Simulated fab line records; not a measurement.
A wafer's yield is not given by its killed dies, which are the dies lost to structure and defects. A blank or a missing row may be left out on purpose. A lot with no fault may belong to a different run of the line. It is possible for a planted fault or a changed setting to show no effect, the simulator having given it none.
fab line records ; flow nandHarc ; part 1 of 2: steps 1 to 4 of 6
record lots=22; wafers=66; lastDay=24
route steps=1159 shown A_CHANNEL_HOLE_D1@474 A_CHANNEL_FILL_D1@509 A_STAIRCASE@551
lots with no fault: from the same line, run without faults
startH: the number of hours between the record's first day and the start of the first shown wafer of the lot ; waitH: hours since the lot's step before ; " identical to the entry in the row above ; L1.1+2: a single row standing in for several wafers ; - no value present, or no start provided ; * or withheld: withheld ; < > ~ a bound
route shown NAME@n: a module of which the file shows steps, and the number in the route of the first ; usual: average and standard deviation across the fault-free wafers ; same: alike in all rows ; chamber/n: place in a boat ; sites: each site's reading ; _std_site: the values' standard deviation ; _edge_site: outer sites' mean less inner sites' ; radiusMm: for every site, how far away it sits from the centre of the wafer ; mask NAME#n: copy n ; behind: the most recent tool/chamber to have shaped the wafer ; hold: why the lot went on hold/how many hours it stayed there/how the hold came to an end ; device: names the non-switching transistor (n, p or np) ; end of line: the same wafers' tests at the end of the route ; where a step has no rows: the recipe by itself ; killed: count of dies lost to structure and defects at first sort (not the wafer's yield) ; map: the dies of a wafer, with x for killed, . for not killed, _ for no die there
set.NAME: the setting that was run; set.NAME@STEP: the one run at that earlier step ; model.NAME: the simulator's own value behind a step, which no gauge read
steps of the route over a sample of lots; a table a step, a row a wafer
services: a tool's chamber out of use, with start hour (startH, from the record's first day; less than 0 if before it), hours out, and reason
## steps
# step NHARC_A_CHANNEL_HOLE_D1_ETCH_22
# recipe biasV=3000; sourceW=withheld; pressureMtorr=20; timeS=666.7; arFlowSccm=375; c4f8FlowSccm=89.3; o2FlowSccm=35.7; tempC=-20; targetDepthA=16000; chemistry=C4F8/O2/Ar
# usual drypumpMotorCurrentA=5.7/0.41; showerheadPlenumPTorr=3.75/0.088; throttleValvePct=32.155/0.0094
lot.wafer;tool;chamber;startH;waitH;drypumpMotorCurrentA;rfHoursCounterH;showerheadPlenumPTorr;throttleValvePct
L074.2;harEtch-02;0;186.30;0.4;5.9;107;3.76;32.161
L074.4;harEtch-02;0;186.30;0.4;5.9;-;3.76;32.155
L074.6;harEtch-02;1;186.30;0.4;6.1;-;3.87;32.159
L076.2;harEtch-02;0;190.50;0.4;5.9;111;3.76;32.137
L076.3;harEtch-02;1;190.50;0.4;6.1;-;3.87;32.160
L076.6;harEtch-02;1;190.50;0.4;6.1;-;3.87;32.154
L077.2;harEtch-01;0;198.40;0.4;5.6;195;3.62;32.148
L077.3;harEtch-01;0;198.40;0.4;5.6;-;3.62;32.168
L077.5;harEtch-01;1;198.40;0.4;5.0;-;3.74;32.151
L078.2;harEtch-02;1;199.28;0.4;6.1;114;3.87;32.151
L078.3;harEtch-02;0;199.28;0.4;5.9;-;3.76;32.151
L078.5;harEtch-02;1;199.28;0.4;6.1;-;3.87;32.136
L079.4;harEtch-01;0;202.74;0.4;5.6;-;3.61;32.158
L079.3;harEtch-01;1;202.74;0.4;5.0;-;3.74;32.164
L079.5;harEtch-01;1;202.74;0.4;5.0;-;3.74;32.160
L080.2;harEtch-02;0;203.42;0.4;5.9;118;3.76;32.148
L080.5;harEtch-02;1;203.42;0.4;6.1;-;3.87;32.158
L080.6;harEtch-02;0;203.42;0.4;5.9;-;3.76;32.153
L082.2;harEtch-01;1;214.27;0.4;5.0;203;3.73;32.156
L082.3;harEtch-01;1;214.27;0.4;5.0;-;3.73;32.155
L082.6;harEtch-01;0;214.27;0.4;5.6;-;3.61;32.154
L081.2;harEtch-02;1;214.49;0.4;6.2;122;3.86;32.156
L081.4;harEtch-02;1;214.49;0.4;6.1;-;3.86;32.154
L081.6;harEtch-02;0;214.49;0.4;5.9;-;3.76;32.167
L083.2;harEtch-01;0;236.88;0.4;5.7;212;3.61;32.157
L083.1;harEtch-01;1;236.88;0.4;5.0;212;3.73;32.157
L083.3;harEtch-01;1;236.88;0.4;5.0;-;3.73;32.162
L085.2;harEtch-02;0;239.83;0.4;5.9;132;3.75;32.150
L085.3;harEtch-02;1;239.83;0.4;6.1;-;3.86;32.161
L085.4;harEtch-02;0;239.83;0.4;5.9;-;3.75;32.136
L084.3;harEtch-01;1;241.25;0.4;5.0;-;3.73;32.145
L084.4;harEtch-01;0;241.25;0.4;5.7;-;3.60;32.143
L084.5;harEtch-01;0;241.25;0.4;5.7;-;3.61;32.169
L086.1;harEtch-02;1;252.59;0.4;6.1;138;3.86;32.148
L086.4;harEtch-02;0;252.59;0.4;5.9;-;3.75;32.147
L086.3;harEtch-02;1;252.59;0.4;6.1;-;3.85;32.147
L087.1;harEtch-01;1;253.37;0.4;5.0;221;3.72;32.165
L087.3;harEtch-01;1;253.37;0.4;5.0;-;3.72;32.154
L087.6;harEtch-01;1;253.37;0.4;5.0;-;3.72;32.149
L088.2;harEtch-02;1;256.77;0.4;6.1;142;3.85;32.136
L088.6;harEtch-02;0;256.77;0.4;5.9;-;3.75;32.144
L088.5;harEtch-02;1;256.77;0.4;6.1;-;3.85;32.149
L090.2;harEtch-02;1;271.66;0.4;6.2;145;3.85;32.146
L090.6;harEtch-02;0;271.66;0.4;5.9;-;3.74;32.161
L090.5;harEtch-02;1;271.66;0.4;6.2;-;3.85;32.168
L091.2;harEtch-02;1;280.86;0.4;6.1;151;3.85;32.157
L091.3;harEtch-02;1;280.86;0.4;6.1;-;3.85;32.144
L091.6;harEtch-02;0;280.86;0.4;5.9;-;3.74;32.155
L092.2;harEtch-01;1;282.65;0.4;5.0;233;3.72;32.162
L092.3;harEtch-01;0;282.65;0.4;5.6;-;3.60;32.159
L092.6;harEtch-01;1;282.65;0.4;5.0;-;3.72;32.144
L093.2;harEtch-02;1;292.59;0.4;6.1;158;3.84;32.153
L093.3;harEtch-02;1;292.59;0.4;6.1;-;3.84;32.140
L093.5;harEtch-02;1;292.59;0.4;6.2;-;3.84;32.146
L094.3;harEtch-01;1;293.30;0.4;5.0;-;3.71;32.141
L094.4;harEtch-01;0;293.30;0.4;5.6;-;3.59;32.165
L094.5;harEtch-01;1;293.30;0.4;5.0;-;3.71;32.147
L096.3;harEtch-02;1;308.29;0.4;6.1;-;3.84;32.148
L096.5;harEtch-02;1;308.29;0.4;6.1;-;3.84;32.165
L096.6;harEtch-02;0;308.29;0.4;5.9;-;3.73;32.164
L095.2;harEtch-02;0;312.26;0.4;5.9;167;3.73;32.159
L095.1;harEtch-02;1;312.26;0.4;6.1;167;3.84;32.164
L095.4;harEtch-02;0;312.26;0.4;5.9;-;3.73;32.141
L097.2;harEtch-02;1;321.66;0.4;6.1;171;3.84;32.151
L097.6;harEtch-02;0;321.66;0.4;5.9;-;3.73;32.152
L097.5;harEtch-02;1;321.66;0.4;6.1;-;3.84;32.168
# step NHARC_A_CHANNEL_HOLE_D1_ETCH_44
# recipe targetDepthA=1400; overetchA=140; timeS=77; ionEnergyEv=100; cf4FlowSccm=80; o2FlowSccm=20; arFlowSccm=0; rfW=300; biasW=100; chemistry=CF4/O2
# usual drypumpMotorCurrentA=5.9/0.4; oes_f_703_au=1.001/0.0046; oes_o_777_au=1.000/0.0043; oesProductAu=1.002/0.0084; rfVppV=197.9/1.2; showerheadPlenumPTorr=1.34/0.041; throttleValvePct=13.396/0.0094
lot.wafer;tool;chamber;startH;waitH;drypumpMotorCurrentA;oes_f_703_au;oes_o_777_au;oesProductAu;rfHoursCounterH;rfVppV;showerheadPlenumPTorr;throttleValvePct
L074.4;rieDiel-02;3;190.04;0.1;6.0;0.996;1.000;0.993;1;198.0;1.33;13.396
L074.2;rieDiel-02;2;190.04;0.1;5.8;1.001;1.004;1.008;1;198.0;1.33;13.407
L074.6;rieDiel-02;0;190.04;0.1;5.6;1.004;1.002;1.009;-;196.7;1.30;13.403
L076.2;rieDiel-01;0;194.23;0.1;6.7;0.993;1.000;1.019;4;199.2;1.37;13.384
L076.3;rieDiel-01;3;194.23;0.1;5.9;0.999;0.999;1.008;4;196.7;1.32;13.403
L076.6;rieDiel-01;0;194.23;0.1;6.7;1.000;0.996;1.008;-;198.0;1.37;13.418
L077.3;rieDiel-02;3;202.25;0.1;6.0;0.991;1.004;0.991;2;198.1;1.33;13.402
L077.2;rieDiel-02;1;202.25;0.1;5.0;1.002;0.998;1.000;2;200.5;1.43;13.409
L077.5;rieDiel-02;2;202.25;0.1;5.9;1.005;1.000;1.002;-;198.7;1.33;13.401
L078.3;rieDiel-01;1;203.04;0.0;6.2;0.996;1.000;1.013;6;198.0;1.32;13.402
L078.2;rieDiel-01;2;203.04;0.0;6.2;1.003;0.999;0.996;3;196.2;1.28;13.377
L078.5;rieDiel-01;2;203.04;0.0;6.1;0.996;1.002;1.001;-;197.8;1.29;13.398
L079.3;rieDiel-01;1;206.44;0.1;6.2;1.002;0.997;1.000;6;196.2;1.32;13.405
L079.4;rieDiel-01;2;206.44;0.1;6.1;0.996;1.007;0.997;3;198.6;1.29;13.401
L079.5;rieDiel-01;0;206.44;0.1;6.7;1.006;0.999;0.999;-;199.0;1.37;13.395
L080.2;rieDiel-02;1;207.18;0.1;5.0;1.003;1.002;1.011;2;199.4;1.43;13.388
L080.6;rieDiel-02;3;207.18;0.1;6.0;0.997;1.008;0.996;-;197.7;1.33;13.392
L080.5;rieDiel-02;0;207.18;0.1;5.6;1.009;1.000;0.993;-;199.0;1.30;13.392
L082.3;rieDiel-01;0;218.12;0.1;6.7;1.009;0.998;1.007;6;198.5;1.37;13.396
L082.2;rieDiel-01;1;218.12;0.1;6.2;1.001;0.996;0.996;6;196.6;1.32;13.394
L082.6;rieDiel-01;0;218.12;0.1;6.7;1.004;1.005;1.006;-;197.6;1.37;13.393
L081.2;rieDiel-02;2;218.34;0.1;5.9;0.998;1.003;1.001;3;197.1;1.33;13.384
L081.4;rieDiel-02;0;218.34;0.1;5.6;0.996;0.994;1.000;3;198.4;1.30;13.384
L081.6;rieDiel-02;3;218.34;0.1;6.0;0.994;0.996;0.991;-;198.3;1.33;13.400
L083.2;rieDiel-10;3;240.76;0.1;5.9;0.995;1.001;1.008;5;197.7;1.36;13.415
L083.3;rieDiel-10;0;240.76;0.1;6.1;1.001;0.996;0.991;5;198.6;1.37;13.406
L083.1;rieDiel-10;1;240.76;0.1;5.4;0.997;0.999;1.005;5;200.0;1.42;13.384
L085.2;rieDiel-01;0;243.62;0.1;6.7;1.008;0.998;1.003;8;197.9;1.37;13.397
L085.3;rieDiel-01;1;243.62;0.1;6.3;0.996;0.998;1.007;8;197.0;1.32;13.396
L085.4;rieDiel-01;2;243.62;0.1;6.2;0.998;1.002;1.012;5;195.8;1.28;13.404
L084.3;rieDiel-02;1;244.94;0.1;5.0;0.998;1.000;1.019;4;199.1;1.43;13.390
L084.4;rieDiel-02;2;244.94;0.1;5.9;1.006;0.999;1.008;4;198.2;1.33;13.398
L084.5;rieDiel-02;3;244.94;0.1;5.9;0.998;0.996;0.996;-;196.9;1.33;13.389
L086.1;rieDiel-01;1;256.37;0.0;6.2;0.995;0.996;1.002;8;196.6;1.31;13.396
L086.4;rieDiel-01;2;256.37;0.0;6.2;1.002;1.004;0.996;6;195.7;1.28;13.391
L086.3;rieDiel-01;3;256.37;0.0;5.9;0.995;0.997;0.992;8;196.8;1.32;13.398
L087.3;rieDiel-02;3;257.15;0.1;6.0;0.994;0.995;0.990;5;198.4;1.33;13.402
L087.1;rieDiel-02;0;257.15;0.1;5.6;1.000;0.999;1.009;6;196.5;1.30;13.391
L087.6;rieDiel-02;2;257.15;0.1;5.9;0.992;0.998;1.006;-;197.1;1.33;13.393
L088.2;rieDiel-02;0;260.52;0.1;5.6;0.997;1.000;1.005;6;197.1;1.30;13.375
L088.5;rieDiel-02;2;260.52;0.1;5.9;0.998;0.997;1.013;-;198.1;1.33;13.396
L088.6;rieDiel-02;3;260.52;0.1;6.0;1.007;0.999;0.989;-;198.2;1.33;13.409
L090.2;rieDiel-10;2;275.47;0.1;5.8;1.003;1.002;1.014;7;196.8;1.29;13.382
L090.5;rieDiel-10;0;275.47;0.1;6.1;0.993;1.004;1.006;-;198.7;1.37;13.369
L090.6;rieDiel-10;1;275.47;0.1;5.4;1.001;1.001;1.012;-;198.9;1.41;13.397
L091.2;rieDiel-10;2;284.66;0.1;5.8;1.005;0.999;1.014;7;196.0;1.29;13.404
L091.3;rieDiel-10;0;284.66;0.1;6.1;1.005;0.998;1.000;7;199.3;1.37;13.397
L091.6;rieDiel-10;3;284.66;0.1;5.9;1.001;0.998;1.001;-;198.4;1.36;13.391
L092.2;rieDiel-10;1;286.43;0.1;5.4;0.998;0.997;0.996;8;198.2;1.41;13.418
L092.3;rieDiel-10;3;286.43;0.1;5.9;1.008;0.998;1.006;6;198.3;1.36;13.402
L092.6;rieDiel-10;2;286.43;0.1;5.8;1.004;0.999;1.005;-;198.1;1.29;13.405
L093.3;rieDiel-01;3;296.36;0.1;5.9;0.997;1.007;0.993;11;198.0;1.32;13.405
L093.2;rieDiel-01;1;296.36;0.1;6.2;0.998;0.996;0.997;11;196.2;1.31;13.389
L093.5;rieDiel-01;2;296.36;0.1;6.2;0.998;0.996;1.000;-;198.4;1.28;13.399
L094.3;rieDiel-02;1;296.98;0.1;5.0;1.005;0.999;1.002;9;200.7;1.43;13.395
L094.4;rieDiel-02;2;296.98;0.1;5.9;1.002;0.999;1.007;8;199.0;1.33;13.389
L094.5;rieDiel-02;2;296.98;0.1;5.9;1.000;1.001;1.006;-;197.6;1.33;13.392
L096.3;rieDiel-01;0;311.95;0.1;6.7;1.002;1.003;1.020;11;199.4;1.37;13.395
L096.6;rieDiel-01;0;311.95;0.1;6.7;1.001;1.001;1.004;-;198.9;1.37;13.380
L096.5;rieDiel-01;1;311.95;0.1;6.2;0.994;0.998;0.993;-;198.1;1.31;13.392
L095.4;rieDiel-10;0;316.11;0.1;6.1;0.998;0.994;1.002;9;199.8;1.37;13.389
L095.2;rieDiel-10;1;316.11;0.1;5.4;1.011;0.995;1.004;10;198.3;1.41;13.392
L095.1;rieDiel-10;2;316.11;0.1;5.8;1.000;1.003;1.005;10;197.4;1.29;13.387
L097.2;rieDiel-01;3;325.44;0.1;5.9;1.002;1.009;0.989;0;198.4;1.32;13.383
L097.6;rieDiel-01;1;325.44;0.1;6.3;0.994;1.014;1.002;-;196.5;1.31;13.386
L097.5;rieDiel-01;2;325.44;0.1;6.2;0.993;1.001;0.999;-;196.7;1.28;13.399
# step NHARC_A_CHANNEL_HOLE_D1_XSEM_31
# recipe landingEnergyEv=35000
# usual botCdNm=74.1/1.7; bowNm=8.55/0.25; tiltDeg=0.05/0.041
# same landingEnergyEv=35000
lot.wafer;tool;chamber;startH;waitH;botCdNm;bowNm;tiltDeg
L074.2;xsem-02;0;190.93;0.1;73.3;8.86;-0.02
L074.4;xsem-02;0;190.93;0.1;71.8;8.83;-0.01
L074.6;xsem-02;0;190.93;0.1;74.5;8.93;-0.02
L076.2;xsem-02;0;195.13;0.1;72.2;8.55;0.01
L076.3;xsem-02;0;195.13;0.1;73.5;8.54;0.01
L076.6;xsem-02;0;195.13;0.1;73.6;8.49;0.01
L077.2;xsem-01;0;203.14;0.1;75.9;8.65;0.11
L077.3;xsem-01;0;203.14;0.1;72.3;8.70;0.11
L077.5;xsem-01;0;203.14;0.1;73.4;8.62;0.11
L078.2;xsem-02;0;203.92;0.1;70.7;8.84;0.04
L078.3;xsem-02;0;203.92;0.1;74.4;8.87;0.04
L078.5;xsem-02;0;203.92;0.1;71.1;8.85;0.04
L079.3;xsem-01;0;207.30;0.1;73.8;8.54;0.01
L079.4;xsem-01;0;207.30;0.1;72.5;8.58;0.01
L079.5;xsem-01;0;207.30;0.1;71.8;8.52;0.01
L080.2;xsem-02;0;208.06;0.1;72.7;8.96;0.06
L080.5;xsem-02;0;208.06;0.1;72.3;8.94;0.06
L080.6;xsem-02;0;208.06;0.1;73.3;8.97;0.06
L082.2;xsem-01;0;219.02;0.1;75.4;8.36;0.04
L082.3;xsem-01;0;219.02;0.1;74.4;8.23;0.04
L082.6;xsem-01;0;219.02;0.1;74.1;8.27;0.04
L081.2;xsem-02;0;219.23;0.1;73.6;8.58;-0.04
L081.4;xsem-02;0;219.23;0.1;73.5;8.60;-0.04
L081.6;xsem-02;0;219.23;0.1;71.2;8.62;-0.04
L083.1;xsem-01;0;241.64;0.1;76.9;8.49;0.07
L083.2;xsem-01;0;241.64;0.1;75.8;8.54;0.07
L083.3;xsem-01;0;241.64;0.1;77.9;8.55;0.08
L085.2;xsem-02;0;244.51;0.1;75.5;8.51;0.09
L085.3;xsem-02;0;244.51;0.1;73.3;8.52;0.09
L085.4;xsem-02;0;244.51;0.1;75.1;8.51;0.09
L084.3;xsem-01;0;245.80;0.1;74.4;8.38;0.08
L084.4;xsem-01;0;245.80;0.1;73.6;8.31;0.08
L084.5;xsem-01;0;245.80;0.1;73.8;8.36;0.08
L086.1;xsem-02;0;257.26;0.1;73.5;8.75;0.08
L086.3;xsem-02;0;257.26;0.1;73.9;8.71;0.08
L086.4;xsem-02;0;257.26;0.1;73.3;8.70;0.08
L087.1;xsem-01;0;258.52;0.1;75.9;9.08;0.04
L087.3;xsem-01;0;258.52;0.1;76.0;9.15;0.04
L087.6;xsem-01;0;258.52;0.1;73.7;9.13;0.04
L088.2;xsem-02;0;261.40;0.1;73.5;8.44;0.02
L088.5;xsem-02;0;261.40;0.1;73.8;8.53;0.02
L088.6;xsem-02;0;261.40;0.1;74.6;8.48;0.02
L090.2;xsem-02;0;276.34;0.1;73.8;8.58;0.02
L090.5;xsem-02;0;276.34;0.1;78.1;8.56;0.02
L090.6;xsem-02;0;276.34;0.1;78.4;8.57;0.02
L091.2;xsem-01;0;285.54;0.1;72.8;8.29;0.03
L091.3;xsem-01;0;285.54;0.1;76.3;8.26;0.03
L091.6;xsem-01;0;285.54;0.1;74.0;8.19;0.03
L092.2;xsem-02;0;287.31;0.1;77.5;8.53;0.05
L092.3;xsem-02;0;287.31;0.1;73.9;8.47;0.05
L092.6;xsem-02;0;287.31;0.1;74.2;8.47;0.05
L093.2;xsem-01;0;297.24;0.1;72.8;8.18;0.03
L093.3;xsem-01;0;297.24;0.1;73.7;8.23;0.03
L093.5;xsem-01;0;297.24;0.1;72.8;8.20;0.03
L094.3;xsem-02;0;297.91;0.1;74.9;8.55;0.10
L094.4;xsem-02;0;297.91;0.1;73.2;8.62;0.10
L094.5;xsem-02;0;297.91;0.1;74.5;8.66;0.10
L096.3;xsem-01;0;312.84;0.1;73.8;8.62;0.05
L096.5;xsem-01;0;312.84;0.1;74.5;8.74;0.05
L096.6;xsem-01;0;312.84;0.1;72.3;8.67;0.05
L095.1;xsem-02;0;317.01;0.1;72.7;8.16;0.09
L095.2;xsem-02;0;317.01;0.1;77.4;8.09;0.09
L095.4;xsem-02;0;317.01;0.1;75.8;8.16;0.09
L097.2;xsem-01;0;326.32;0.1;72.8;8.18;0.10
L097.5;xsem-01;0;326.32;0.1;73.9;8.17;0.10
L097.6;xsem-01;0;326.32;0.1;75.4;8.15;0.10
# step NHARC_A_CHANNEL_FILL_D1_STRIP_29
# recipe timeS=20; o2FlowSccm=500; arFlowSccm=0; biasW=0; chemistry=O2
# usual drypumpMotorCurrentA=5.5/0.32; oesProductAu=0.995/0.0088; rfVppV=57.8/0.89; showerheadPlenumPTorr=3.57/0.14; throttleValvePct=17.037/0.0093
lot.wafer;tool;chamber;startH;waitH;drypumpMotorCurrentA;oesProductAu;rfHoursCounterH;rfVppV;showerheadPlenumPTorr;throttleValvePct
L076.3;rieDiel-11;2;-;-;5.5;0.999;1;58.2;3.32;17.031
L076.2;rieDiel-11;1;-;-;5.6;1.000;1;57.2;3.76;17.038
L076.6;rieDiel-11;2;-;-;5.5;1.001;-;56.5;3.32;17.039
L074.2;rieDiel-05;3;-;-;6.0;1.003;2;59.0;3.59;17.047
L074.4;rieDiel-05;0;-;-;5.6;1.001;2;58.2;3.61;17.042
L074.6;rieDiel-05;3;-;-;6.0;1.004;-;57.7;3.59;17.047
L077.2;rieDiel-11;1;-;-;5.6;0.993;2;59.8;3.76;17.036
L077.3;rieDiel-11;3;-;-;5.0;0.997;2;56.5;3.44;17.019
L077.5;rieDiel-11;0;-;-;5.2;1.000;-;59.7;3.69;17.033
L078.2;rieDiel-05;2;-;-;5.3;0.988;2;56.8;3.63;17.032
L078.3;rieDiel-05;1;-;-;6.0;1.002;2;57.3;3.39;17.045
L078.5;rieDiel-05;3;-;-;6.1;1.007;-;58.9;3.59;17.014
L079.4;rieDiel-05;0;-;-;5.5;1.006;2;57.8;3.61;17.031
L079.3;rieDiel-05;3;-;-;6.0;1.002;2;59.2;3.59;17.039
L079.5;rieDiel-05;0;-;-;5.5;0.998;-;58.9;3.61;17.033
L080.2;rieDiel-11;3;-;-;5.0;0.992;2;57.5;3.44;17.021
L080.6;rieDiel-11;1;-;-;5.6;0.992;-;60.3;3.76;17.033
L080.5;rieDiel-11;2;-;-;5.5;0.982;-;56.1;3.32;17.019
L082.3;rieDiel-05;0;-;-;5.5;0.999;2;58.3;3.61;17.045
L082.2;rieDiel-05;1;-;-;6.1;1.002;3;56.4;3.39;17.035
L082.6;rieDiel-05;3;-;-;6.0;1.005;-;58.0;3.59;17.025
L081.4;rieDiel-05;0;-;-;5.5;0.992;3;59.1;3.61;17.029
L081.2;rieDiel-05;2;-;-;5.3;0.978;3;58.8;3.63;17.024
L081.6;rieDiel-05;0;-;-;5.6;0.994;-;57.6;3.61;17.066
L083.1;rieDiel-11;2;-;-;5.5;1.001;2;56.5;3.32;17.031
L083.3;rieDiel-11;0;-;-;5.3;1.004;3;57.5;3.69;17.047
L083.2;rieDiel-11;1;-;-;5.6;0.992;3;57.5;3.76;17.018
L085.2;rieDiel-11;3;289.84;0.1;5.0;1.000;3;57.7;3.44;17.034
L085.3;rieDiel-11;1;289.84;0.1;5.6;0.996;3;58.1;3.76;17.022
L085.4;rieDiel-11;0;289.84;0.1;5.3;1.005;-;58.3;3.69;17.020
L084.4;rieDiel-05;1;-;-;6.0;1.004;3;58.2;3.39;17.025
L084.3;rieDiel-05;0;-;-;5.6;0.980;3;56.4;3.61;17.047
L084.5;rieDiel-05;2;-;-;5.3;0.977;-;57.5;3.63;17.033
L087.1;rieDiel-11;1;-;-;5.6;1.001;3;58.2;3.76;17.045
L087.3;rieDiel-11;3;-;-;5.0;0.995;4;57.4;3.44;17.024
L087.6;rieDiel-11;1;-;-;5.6;0.989;-;59.4;3.76;17.043
L086.1;rieDiel-07;2;-;-;5.5;0.999;11;57.5;3.61;17.033
L086.4;rieDiel-07;0;-;-;5.1;1.009;11;58.4;3.61;17.043
L086.3;rieDiel-07;1;-;-;5.5;1.005;11;58.3;3.73;17.031
L088.2;rieDiel-05;1;304.70;0.1;6.0;0.991;3;58.1;3.39;17.045
L088.5;rieDiel-05;1;304.70;0.1;6.0;0.978;-;55.7;3.39;17.043
L088.6;rieDiel-05;0;304.70;0.1;5.6;0.989;-;59.0;3.61;17.045
L090.2;rieDiel-05;1;319.75;0.6;6.0;0.999;4;57.0;3.39;17.039
L090.5;rieDiel-05;1;319.75;0.6;6.0;1.005;-;56.8;3.39;17.027
L090.6;rieDiel-05;2;319.75;0.6;5.3;0.989;-;58.1;3.63;17.051
L091.3;rieDiel-11;1;-;-;5.6;0.996;4;58.1;3.75;17.045
L091.2;rieDiel-11;3;-;-;5.0;1.000;5;58.5;3.44;17.038
L091.6;rieDiel-11;1;-;-;5.6;0.995;-;59.4;3.75;17.050
L092.3;rieDiel-05;0;331.92;0.2;5.6;0.996;4;58.5;3.61;17.041
L092.2;rieDiel-05;2;331.92;0.2;5.3;0.979;4;58.3;3.63;17.031
L092.6;rieDiel-05;0;331.92;0.2;5.5;0.993;-;58.1;3.61;17.033
L094.4;rieDiel-11;1;-;-;5.6;0.989;5;57.7;3.75;17.037
L094.3;rieDiel-11;3;-;-;5.0;0.996;5;57.5;3.44;17.039
L094.5;rieDiel-11;2;-;-;5.5;0.990;-;58.0;3.32;17.035
L093.2;rieDiel-07;0;-;-;5.0;1.002;18;58.3;3.60;17.052
L093.3;rieDiel-07;1;-;-;5.5;1.007;19;58.7;3.72;17.030
L093.5;rieDiel-07;3;-;-;5.6;1.000;-;60.0;3.73;17.042
L096.3;rieDiel-11;2;-;-;5.5;0.982;5;56.5;3.32;17.039
L096.6;rieDiel-11;2;-;-;5.5;0.985;-;58.7;3.32;17.042
L096.5;rieDiel-11;3;-;-;5.0;0.987;-;56.4;3.44;17.039
L095.4;rieDiel-11;1;-;-;5.6;0.985;5;57.1;3.75;17.017
L095.1;rieDiel-11;2;-;-;5.5;0.978;5;57.0;3.32;17.032
L095.2;rieDiel-11;3;-;-;5.0;0.993;6;57.1;3.44;17.031
L097.2;rieDiel-05;3;-;-;6.1;1.002;1;57.1;3.59;17.035
L097.5;rieDiel-05;2;-;-;5.2;0.998;-;59.1;3.63;17.024
L097.6;rieDiel-05;3;-;-;6.0;0.998;-;58.6;3.59;17.032
